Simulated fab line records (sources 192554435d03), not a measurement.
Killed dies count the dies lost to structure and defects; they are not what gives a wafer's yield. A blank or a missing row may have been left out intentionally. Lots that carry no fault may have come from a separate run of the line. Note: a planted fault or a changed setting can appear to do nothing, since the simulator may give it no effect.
Chamber matching -- flow n5 finfet -- rie diel-05 running N5_BEOL_M8_ETCH_66: 4 sister chambers
The step etches SOC in N2/H2, target depth 80 nm, overetch 16 nm, time 120 s. 8 wafers are shown with their chamber, then 8 later ones without.

## EACH WAFER AND ITS CHAMBER
wafer,chamber,showerhead plenum p Torr (Torr),throttle valve pct (%)
L079.6,3,2.49,17.57
L080.1,3,2.49,17.61
L080.2,1,2.50,17.77
L080.4,0,2.70,17.81
L084.3,2,2.61,17.40
L084.5,1,2.50,17.79
L084.6,2,2.61,17.41
L086.1,0,2.69,17.82

## WAFERS WHOSE CHAMBER IS MISSING
wafer,showerhead plenum p Torr (Torr),throttle valve pct (%)
L086.2,2.61,17.42
L086.3,2.48,17.62
L091.2,2.60,17.44
L091.3,2.69,17.86
L091.6,2.49,17.82
L095.2,2.60,17.43
L095.3,2.49,17.83
L095.4,2.68,17.87

## EACH ONE'S CHAMBER
wafer,from the rows above,in truth
L086.2,2,2
L086.3,3,3
L091.2,2,2
L091.3,0,0
L091.6,1,1
L095.2,2,2
L095.3,1,1
L095.4,0,0
Placed correctly: 8 of 8. Left unplaced by these rows: 0. Placed wrongly: 0.
How it was worked out, from the rows above alone: a wafer's distance from a chamber is the root of the sum, over the readings, of the square of ((its reading less the chamber's mean) divided by the reading's scatter). The wafer belongs to the nearest chamber; if the next one is less than 2 further off, it can't be placed. Each chamber's mean is taken over the wafers shown for it. The scatter is the square root of a quotient: the sum, over the shown wafers, of each reading's squared deviation from its chamber's mean, divided by wafers minus chambers.
